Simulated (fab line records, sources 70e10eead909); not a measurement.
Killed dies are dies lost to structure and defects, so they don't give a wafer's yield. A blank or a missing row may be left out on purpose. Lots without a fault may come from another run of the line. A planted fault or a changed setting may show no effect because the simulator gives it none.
Chamber matching | flow nand_harc | NHARC_P_M0_ETCH_34 on rie_diel-01: 4 sister chambers
The step etches the open film in N2/H2, target depth 40 nm, overetch 12 nm, time 43.94 s. 8 wafers are shown with their chamber, then 12 later ones without.

WAFERS WITH THEIR CHAMBER
wafer  | chamber | showerhead_plenum_p_Torr (Torr) | drypump_motor_current_A (A)
L085.2 | 0       | 1.94                            | 6.0
L086.1 | 0       | 1.94                            | 6.0
L086.6 | 3       | 1.96                            | 6.3
L090.1 | 2       | 2.07                            | 5.0
L090.6 | 1       | 1.88                            | 4.9
L091.1 | 3       | 1.95                            | 6.3
L091.3 | 1       | 1.88                            | 4.9
L091.4 | 2       | 2.07                            | 4.9

WAFERS WITHOUT THEIR CHAMBER
wafer  | showerhead_plenum_p_Torr (Torr) | drypump_motor_current_A (A)
L092.1 | 2.07                            | 4.9
L092.2 | 1.94                            | 6.0
L092.5 | 1.95                            | 6.3
L093.3 | 1.94                            | 6.0
L093.5 | 1.94                            | 6.0
L093.6 | 1.95                            | 6.3
L096.1 | 1.94                            | 6.0
L096.5 | 1.95                            | 6.3
L096.6 | 2.06                            | 4.9
L097.1 | 1.94                            | 6.0
L097.4 | 1.95                            | 6.3
L097.5 | 1.95                            | 6.3

WHICH CHAMBER EACH WENT THROUGH
wafer  | from the rows above | in truth
L092.1 | 2                   | 2
L092.2 | 0                   | 0
L092.5 | 3                   | 3
L093.3 | 0                   | 0
L093.5 | 0                   | 0
L093.6 | 3                   | 3
L096.1 | 0                   | 0
L096.5 | 3                   | 3
L096.6 | 2                   | 2
L097.1 | 0                   | 0
L097.4 | 3                   | 3
L097.5 | 3                   | 3
Placed correctly: 12 of 12. Can't be placed from these rows: 0. Placed wrongly: 0.
How it was worked out, from the rows above alone: a wafer's distance from a chamber is the root of the sum, over the readings, of the square of ((its reading less the chamber's mean) divided by the reading's scatter). The wafer belongs to the nearest chamber; if the next one is less than 2 further off, it can't be placed. A chamber's mean is the mean of its shown wafers. The scatter: the root of (the sum of the squares of (reading less its chamber's mean) over the shown wafers, divided by (wafers less chambers)).
